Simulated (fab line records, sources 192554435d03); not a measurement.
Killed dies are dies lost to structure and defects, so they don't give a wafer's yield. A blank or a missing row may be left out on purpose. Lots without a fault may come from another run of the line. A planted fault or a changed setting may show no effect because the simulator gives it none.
fab line records | flow n5_finfet | part 2 of 2: steps 22 to 27 of 27
record lots=5 wafers=15 last_day=17
route steps=1938 shown BEOL_M3@949
lots that met no fault: from a run of the same line without faults
start_h: hours from the record's first day to the start of the lot's first wafer shown | wait_h: hours since the lot's step before | " the same as in the row above | L1.1+2: a row that stands for several wafers | - no value, or no start given | * or withheld: withheld | < > ~ a bound
route shown NAME@n: a module of which the file shows steps, and the number in the route of the first | usual: mean/standard deviation of fault-free wafers | same: alike in all rows | chamber/n: place in a boat | sites: the reading at each site | _std_site: their standard deviation | _edge_site: outer sites' mean less inner sites' | radius_mm: how far each site lies from the wafer's centre | mask NAME#n: copy n | behind: the tool/chamber that last shaped the wafer | hold: why the lot was held/for how many hours/how that ended | device: the transistor (n, p or np) that didn't switch | end of line: the same wafers' tests at the end of the route | a step without rows: its recipe alone | killed: dies lost to structure and defects at the first sort, not the wafer's yield | map: a wafer's dies, x killed, . not, _ none there
set.NAME: the setting as run; set.NAME@STEP: as run at that earlier step | model.NAME: the simulator's own value behind a step, which no gauge read
lots at some steps of the route; a table a step, a row a wafer
services: from which hour (start_h, from the record's first day; less than 0 if before it) a tool's chamber was out of use, for how many hours, and why
## steps
# step N5_BEOL_M3_ETCH_77
# recipe chemistry=N2/H2 target=underlayer target_depth_a=65 mask_material=CAR-EUV time_s=5.2 ion_energy_ev=200 pressure_mtorr=30 source_w=840 bias_w=150 n2_flow_sccm=200 h2_flow_sccm=200 ends=cleared
# usual drypump_motor_current_A=5.7/0.34 etch_rf_on_time_s=5.16/0.072 oes_product_au=0.67/0.068 rf_fwd_power_W=819.3/2.5 rf_vpp_V=523/3 showerhead_plenum_p_Torr=2.53/0.1 throttle_valve_pct=17.88/0.25
# columns lot.wafer tool chamber start_h wait_h drypump_motor_current_A etch_rf_on_time_s oes_product_au rf_fwd_power_W rf_hours_counter_h rf_vpp_V showerhead_plenum_p_Torr throttle_valve_pct
L076.2 rie_diel-05 0 170.78 0.0 6.2 5.06 0.63 820.6 160 526 2.53 17.87
L076.5 " 3 " " 5.6 5.12 0.79 822.4 - 524 2.50 17.76
L076.6 " 0 " " 6.1 5.06 0.63 817.0 - 524 2.53 17.87
L079.1 rie_diel-02 2 177.44 0.0 5.5 5.16 0.68 817.7 109 522 2.46 17.66
L079.5 " 2 " " 5.4 5.12 0.68 819.6 - 522 2.46 17.66
L079.6 " 3 " " 5.5 5.21 0.64 818.2 - 523 2.54 17.97
L084.2 rie_diel-05 0 230.44 0.0 6.1 5.15 0.62 818.5 177 523 2.53 17.91
L084.3 " 3 " " 5.6 5.21 0.76 817.9 29 522 2.49 17.79
L084.6 " 1 " " 5.2 5.16 0.73 821.8 - 520 2.48 17.75
L087.1 rie_diel-06 2 241.54 0.0 5.9 5.26 0.61 821.7 183 517 2.43 18.25
L087.2 " 0 " " 5.7 5.19 0.68 815.0 123 527 2.67 18.02
L087.5 " 3 " " 5.3 5.10 0.79 820.7 - 529 2.70 17.36
L091.2 rie_diel-06 2 262.99 0.0 5.9 5.19 0.61 823.4 188 521 2.43 18.28
L091.3 " 3 " " 5.3 5.10 0.79 817.6 25 529 2.70 17.37
L091.5 " 3 " " 5.3 5.11 0.79 819.5 - 529 2.70 17.39
# step N5_BEOL_M3_ETCH_69
# recipe chemistry=CF4 target=SiARC target_depth_a=156 mask_material=CAR-EUV time_s=26 ion_energy_ev=80 pressure_mtorr=40 source_w=545 bias_w=36 Ar_flow_sccm=100 cf4_flow_sccm=100 ends=cleared
# usual drypump_motor_current_A=5.7/0.34 etch_rf_on_time_s=25.8/0.34 oes_product_au=0.68/0.069 rf_fwd_power_W=532.0/2 rf_vpp_V=184.0/1.4 showerhead_plenum_p_Torr=2.13/0.081 throttle_valve_pct=15.65/0.24
# columns lot.wafer tool chamber start_h wait_h drypump_motor_current_A etch_rf_on_time_s oes_product_au rf_fwd_power_W rf_hours_counter_h rf_vpp_V showerhead_plenum_p_Torr throttle_valve_pct
L076.2 rie_diel-05 0 170.80 0.0 6.1 25.7 0.62 532.0 160 183.5 2.15 15.63
L076.5 " 3 " " 5.6 25.7 0.81 531.5 - 183.7 2.11 15.37
L076.6 " 0 " " 6.2 25.5 0.62 531.2 - 183.6 2.15 15.64
L079.1 rie_diel-02 2 177.46 0.0 5.5 26.3 0.67 529.2 109 182.4 2.07 15.48
L079.5 " 2 " " 5.5 26.2 0.67 530.1 - 182.1 2.07 15.47
L079.6 " 3 " " 5.5 26.6 0.64 530.3 - 184.5 2.14 15.75
L084.2 rie_diel-05 0 230.46 0.0 6.1 25.6 0.61 530.5 177 183.3 2.14 15.66
L084.3 " 3 " " 5.5 26.0 0.76 531.2 29 183.5 2.10 15.41
L084.6 " 1 " " 5.2 25.6 0.73 532.3 - 183.7 2.10 15.54
L087.1 rie_diel-06 2 241.55 0.0 5.9 26.2 0.62 531.3 183 181.3 2.05 15.99
L087.2 " 0 " " 5.7 26.1 0.68 532.6 123 185.7 2.24 15.67
L087.5 " 3 " " 5.3 25.6 0.80 530.5 - 185.8 2.28 15.24
L091.2 rie_diel-06 2 263.00 0.0 5.9 26.3 0.61 531.2 188 182.3 2.05 16.01
L091.3 " 3 " " 5.3 25.7 0.78 531.9 25 185.9 2.28 15.23
L091.5 " 3 " " 5.3 25.5 0.79 530.3 - 185.8 2.28 15.25
# step N5_BEOL_M3_ALD_98
# recipe material=SiO2 target_thk_a=25 temp_c=100 ald_precursor_family=BDEAS ald_co_reactant=O2-plasma pulse_time_s=1 co_reactant_pulse_time_s=1 purge_time_s=2 co_reactant_purge_time_s=2 ald_cycles=17 pressure_torr=2
# usual heater_power_w=82/11 precursor_pulse_height_rel=0.997/0.018
# columns lot.wafer tool chamber start_h wait_h heater_power_w precursor_pulse_height_rel since_wet_clean_h
L076.2 ald_sin-03 1 170.88 0.1 71 0.992 162
L076.5 " 0 " " 83 0.995 -
L076.6 " 3 " " 79 0.989 -
L079.1 ald_sin-03 0 177.80 0.3 83 0.998 168
L079.5 " 3 " " 79 1.008 -
L079.6 " 2 " " 84 0.986 -
L084.2 ald_sin-01 0 230.54 0.1 68 1.007 131
L084.3 " 1 " " 91 1.008 131
L084.6 " 1 " " 94 1.000 -
L087.1 ald_sin-01 0 241.64 0.1 69 0.992 142
L087.2 " 1 " " 92 0.968 142
L087.5 " 1 " " 91 0.963 -
L091.2 ald_sin-01 0 263.13 0.1 68 0.996 164
L091.3 " 2 " " 99 1.031 164
L091.5 " 1 " " 93 1.015 -
# step N5_BEOL_M3_ETCHBACK_99
# recipe chemistry=CHF3 target=SiO2 target_depth_a=50 time_s=10.4 source_w=215 bias_w=47 Ar_flow_sccm=200 CHF3_flow_sccm=12 ion_energy_ev=100 pressure_mtorr=30
# usual drypump_motor_current_A=5.7/0.32 oes_product_au=0.79/0.081 rf_fwd_power_W=212.3/0.92 rf_vpp_V=240.4/2.2 showerhead_plenum_p_Torr=2.14/0.098 throttle_valve_pct=17.14/0.26
# columns lot.wafer tool chamber start_h wait_h drypump_motor_current_A oes_product_au rf_fwd_power_W rf_hours_counter_h rf_vpp_V showerhead_plenum_p_Torr throttle_valve_pct
L076.2 rie_diel-05 2 182.71 11.8 6.0 0.71 211.7 205 239.1 2.22 16.89
L076.5 " 2 " " 6.1 0.71 211.0 - 240.5 2.22 16.92
L076.6 " 1 " " 5.2 0.89 212.3 - 236.0 2.11 16.98
L079.1 rie_diel-06 1 188.17 10.3 5.9 0.76 214.2 138 243.8 1.99 17.46
L079.5 " 0 " " 5.7 0.81 212.8 - 240.1 2.26 17.10
L079.6 " 1 " " 5.9 0.76 214.3 - 241.2 1.99 17.45
L084.2 rie_diel-06 2 231.01 0.4 5.9 0.71 211.4 179 237.2 2.06 17.43
L084.3 " 0 " " 5.7 0.80 211.2 119 238.9 2.25 17.13
L084.6 " 2 " " 5.9 0.71 211.4 - 237.3 2.06 17.44
L087.1 rie_diel-02 3 246.17 4.5 5.5 0.73 213.2 183 243.7 2.13 17.18
L087.2 " 1 " " 6.3 0.77 212.1 119 241.9 2.25 17.40
L087.5 " 2 " " 5.5 0.76 210.8 - 239.8 2.07 17.00
L091.2 rie_diel-02 0 273.45 10.3 5.4 0.94 212.1 7 240.2 2.20 16.70
L091.3 " 1 " " 6.3 0.76 213.3 128 241.9 2.25 17.43
L091.5 " 0 " " 5.4 0.95 212.2 - 238.6 2.20 16.69
# step N5_BEOL_M3_ETCH_70
# recipe chemistry=N2/H2 target=SOC target_depth_a=800 overetch_a=160 mask_material=SiARC temp_c=40 time_s=120 ion_energy_ev=200 pressure_mtorr=30 source_w=840 bias_w=150 n2_flow_sccm=200 h2_flow_sccm=200
# usual drypump_motor_current_A=5.7/0.32 oes_product_au=0.60/0.058 rf_fwd_power_W=835.1/3 rf_vpp_V=524/3.3 showerhead_plenum_p_Torr=2.53/0.12 throttle_valve_pct=17.88/0.29
# columns lot.wafer tool chamber start_h wait_h drypump_motor_current_A oes_product_au rf_fwd_power_W rf_hours_counter_h rf_vpp_V showerhead_plenum_p_Torr throttle_valve_pct
L076.2 rie_diel-05 2 182.74 0.0 6.1 0.55 834.8 205 526 2.63 17.51
L076.5 " 2 " " 6.0 0.55 832.6 - 527 2.63 17.54
L076.6 " 1 " " 5.2 0.67 833.9 - 523 2.49 17.72
L079.1 rie_diel-06 1 188.21 0.0 5.9 0.59 840.5 139 518 2.35 18.17
L079.5 " 0 " " 5.7 0.62 834.0 - 528 2.68 17.93
L079.6 " 1 " " 5.9 0.59 837.6 - 518 2.35 18.16
L084.2 rie_diel-06 2 231.05 0.0 5.9 0.56 833.4 179 520 2.43 18.21
L084.3 " 0 " " 5.7 0.61 842.7 119 527 2.67 17.98
L084.6 " 2 " " 5.8 0.56 833.4 - 520 2.43 18.22
L087.1 rie_diel-02 3 246.20 0.0 5.5 0.56 839.0 183 524 2.53 17.97
L087.2 " 1 " " 6.3 0.59 833.7 119 528 2.67 18.17
L087.5 " 2 " " 5.5 0.58 831.5 - 522 2.45 17.67
L091.2 rie_diel-02 0 273.49 0.0 5.4 0.72 839.8 7 527 2.60 17.44
L091.3 " 1 " " 6.3 0.58 833.2 128 528 2.67 18.19
L091.5 " 0 " " 5.4 0.72 837.7 - 525 2.60 17.44
# step N5_BEOL_M3_STRIP_71
# recipe chemistry=N2/H2 temp_c=40 n2_flow_sccm=200 h2_flow_sccm=200 rf_frequency_hz=6e+07
# columns lot.wafer tool chamber start_h wait_h
L076.2+5+6 rie_diel-05 2,2,1 182.83 0.0
L079.1+5+6 rie_diel-06 1,0,1 188.29 0.0
L084.2+3+6 rie_diel-06 2,0,2 231.13 0.0
L087.1+2+5 rie_diel-02 3,1,2 246.28 0.0
L091.2+3+5 rie_diel-02 0,1,0 273.57 0.0
## services
# columns tool chamber start_h hours kind
euv_scanner-02 - 148.22 1.0 pm
rie_diel-06 0 151.75 8.8 repair
euv_scanner-01 - 153.07 1.0 pm
euv_scanner-01 - 157.39 1.9 repair
euv_scanner-02 - 181.00 4.6 pm
rie_diel-06 1 185.66 1.9 repair
rie_diel-02 2 186.31 1.2 repair
euv_scanner-02 - 204.37 1.0 pm
ald_sin-03 - 204.96 6.0 pm
euv_scanner-01 - 209.24 1.0 pm
rie_diel-02 - 211.42 0.1 repair
rie_diel-02 0 219.73 - clean
rie_diel-02 0 219.73 - consumable_replace:focus_ring
rie_diel-02 0 219.73 32.4 scheduled_down
rie_metal-02 - 224.83 1.2 repair
rie_diel-02 1 234.79 10.1 repair
ald_sin-03 3 238.84 2.9 repair
rie_metal-02 - 239.47 1.7 repair
ald_sin-03 - 241.20 1.1 repair
ald_sin-01 - 258.44 0.9 repair
euv_scanner-02 - 260.52 1.0 pm
euv_scanner-01 - 265.37 1.0 pm
euv_scanner-01 - 269.98 4.6 pm
euv_scanner-02 - 272.27 0.2 repair
